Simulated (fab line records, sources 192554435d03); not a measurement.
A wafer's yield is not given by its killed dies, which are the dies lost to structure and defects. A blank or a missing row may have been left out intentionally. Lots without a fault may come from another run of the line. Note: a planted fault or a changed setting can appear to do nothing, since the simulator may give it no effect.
Split-lot experiment :: flow n5Finfet :: 21 wafers read across 7 lots, on a route 1938 steps long

SPLIT DETAILS
At N5_ZERO_LAYER_PECVD_02 (deposits SiO2 from SiH4/N2O, target thk 10 nm, time 6 s), the setting timeS was moved away from the recipe's 6 s on 8 of the 21 wafers read, by -14.8% to +11.4%. The other wafers ran this setting at the recipe's value.

Reading taken at the split's own step.

THE READING
SiO2_of_ZERO_LAYER_PECVD_02.thkNm (the simulator's own value, which no gauge read), in nm, at N5_ZERO_LAYER_PECVD_02 (deposits SiO2 from SiH4/N2O, target thk 10 nm, time 6 s). No usual value for it is given in the file. Here, 13 wafers ran the recipe; their average is 10.116 nm with a standard deviation of 0.2 nm.

wafer: L074.2
tool, chamber at the split: pecvd-02, 0
timeS as run, s: 5.561
against the recipe: -7.3%
SiO2_of_ZERO_LAYER_PECVD_02.thkNm, nm: 9.186
against lot-mates on the recipe: -0.569

wafer: L074.3
tool, chamber at the split: pecvd-02, 2
timeS as run, s: 6
against the recipe: recipe
SiO2_of_ZERO_LAYER_PECVD_02.thkNm, nm: 9.755
against lot-mates on the recipe: -

wafer: L074.4
tool, chamber at the split: pecvd-02, 0
timeS as run, s: 5.561
against the recipe: -7.3%
SiO2_of_ZERO_LAYER_PECVD_02.thkNm, nm: 9.332
against lot-mates on the recipe: -0.423

wafer: L085.2
tool, chamber at the split: pecvd-04, 0
timeS as run, s: 5.109
against the recipe: -14.8%
SiO2_of_ZERO_LAYER_PECVD_02.thkNm, nm: 8.579
against lot-mates on the recipe: -1.481

wafer: L085.3
tool, chamber at the split: pecvd-04, 1
timeS as run, s: 6
against the recipe: recipe
SiO2_of_ZERO_LAYER_PECVD_02.thkNm, nm: 10.06
against lot-mates on the recipe: -

wafer: L085.4
tool, chamber at the split: pecvd-04, 2
timeS as run, s: 5.109
against the recipe: -14.8%
SiO2_of_ZERO_LAYER_PECVD_02.thkNm, nm: 8.694
against lot-mates on the recipe: -1.366

wafer: L086.1
tool, chamber at the split: pecvd-04, 2
timeS as run, s: 6.233
against the recipe: +3.9%
SiO2_of_ZERO_LAYER_PECVD_02.thkNm, nm: 10.45
against lot-mates on the recipe: -0.110

wafer: L086.4
tool, chamber at the split: pecvd-04, 0
timeS as run, s: 6.233
against the recipe: +3.9%
SiO2_of_ZERO_LAYER_PECVD_02.thkNm, nm: 10.93
against lot-mates on the recipe: +0.370

wafer: L086.6
tool, chamber at the split: pecvd-04, 1
timeS as run, s: 6
against the recipe: recipe
SiO2_of_ZERO_LAYER_PECVD_02.thkNm, nm: 10.56
against lot-mates on the recipe: -

wafer: L088.3
tool, chamber at the split: pecvd-02, 2
timeS as run, s: 6.535
against the recipe: +8.9%
SiO2_of_ZERO_LAYER_PECVD_02.thkNm, nm: 10.73
against lot-mates on the recipe: +0.779

wafer: L088.4
tool, chamber at the split: pecvd-02, 1
timeS as run, s: 6
against the recipe: recipe
SiO2_of_ZERO_LAYER_PECVD_02.thkNm, nm: 10.08
against lot-mates on the recipe: -

wafer: L088.5
tool, chamber at the split: pecvd-02, 0
timeS as run, s: 6
against the recipe: recipe
SiO2_of_ZERO_LAYER_PECVD_02.thkNm, nm: 9.822
against lot-mates on the recipe: -

wafer: L091.1
tool, chamber at the split: pecvd-04, 2
timeS as run, s: 6
against the recipe: recipe
SiO2_of_ZERO_LAYER_PECVD_02.thkNm, nm: 10.09
against lot-mates on the recipe: -

wafer: L091.4
tool, chamber at the split: pecvd-04, 0
timeS as run, s: 6
against the recipe: recipe
SiO2_of_ZERO_LAYER_PECVD_02.thkNm, nm: 10.23
against lot-mates on the recipe: -

wafer: L091.5
tool, chamber at the split: pecvd-04, 1
timeS as run, s: 6
against the recipe: recipe
SiO2_of_ZERO_LAYER_PECVD_02.thkNm, nm: 10.13
against lot-mates on the recipe: -

wafer: L092.3
tool, chamber at the split: pecvd-04, 1
timeS as run, s: 6
against the recipe: recipe
SiO2_of_ZERO_LAYER_PECVD_02.thkNm, nm: 10.21
against lot-mates on the recipe: -

wafer: L092.5
tool, chamber at the split: pecvd-04, 1
timeS as run, s: 6
against the recipe: recipe
SiO2_of_ZERO_LAYER_PECVD_02.thkNm, nm: 10.29
against lot-mates on the recipe: -

wafer: L092.6
tool, chamber at the split: pecvd-04, 0
timeS as run, s: 6
against the recipe: recipe
SiO2_of_ZERO_LAYER_PECVD_02.thkNm, nm: 10.11
against lot-mates on the recipe: -

wafer: L095.2
tool, chamber at the split: pecvd-03, 0
timeS as run, s: 6
against the recipe: recipe
SiO2_of_ZERO_LAYER_PECVD_02.thkNm, nm: 10.2
against lot-mates on the recipe: -

wafer: L095.3
tool, chamber at the split: pecvd-03, 1
timeS as run, s: 6
against the recipe: recipe
SiO2_of_ZERO_LAYER_PECVD_02.thkNm, nm: 9.977
against lot-mates on the recipe: -

wafer: L095.5
tool, chamber at the split: pecvd-03, 0
timeS as run, s: 6.686
against the recipe: +11.4%
SiO2_of_ZERO_LAYER_PECVD_02.thkNm, nm: 11.49
against lot-mates on the recipe: +1.402

THE FIT
A straight line over all 21 wafers: SiO2_of_ZERO_LAYER_PECVD_02.thkNm changes by +0.104 nm for each +1% of timeS; r = +0.95; the points scatter about the line by 0.21 nm.
The same after taking each lot's own level away (the mean of its wafers on the recipe; 21 wafers): +0.0933 nm for each +1%; r = +0.96; scatter 0.16 nm.
The reading moves by 1.4 nm for the largest change in timeS, on that fit.
The span of the lots' own levels, 9.7550 to 10.5600 nm, comes to 4.1 times the standard deviation stated above.
In other words, the slope is changed by the lot-to-lot level; the two fits disagree.
Check: -1.34 nm against its lot-mates is what the line predicts for one of the wafers moved furthest among these (-14.8%) when that wafer is left out of the fit. Against them it came out at -1.48 nm.

THE WHOLE CHAIN: every reading that the file lists as answering this split, in the file's order
step: N5_ZERO_LAYER_PECVD_02
what it does: deposits SiO2 from SiH4/N2O, target thk 10 nm, time 6 s
reading: SiO2_of_ZERO_LAYER_PECVD_02.thkNm (the simulator's own value, which no gauge read)
change (the file's fit): +0.0966 nm for each +1% of the setting
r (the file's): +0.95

step: N5_ZERO_LAYER_ETCH_17
what it does: etches SiO2 in CF4, target depth 12 nm, time 13.3 s
reading: coat_of_ZERO_LAYER_COAT_05.thkNm (the simulator's own value, which no gauge read)
change (the file's fit): not straight: 925.9 at the lowest setting, 968.1 at the recipe, 964.5 at the highest
r (the file's): not given

FILE'S OWN FIT
SiO2_of_ZERO_LAYER_PECVD_02.thkNm changes by +0.0966 nm for each +1% of timeS, r = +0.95.
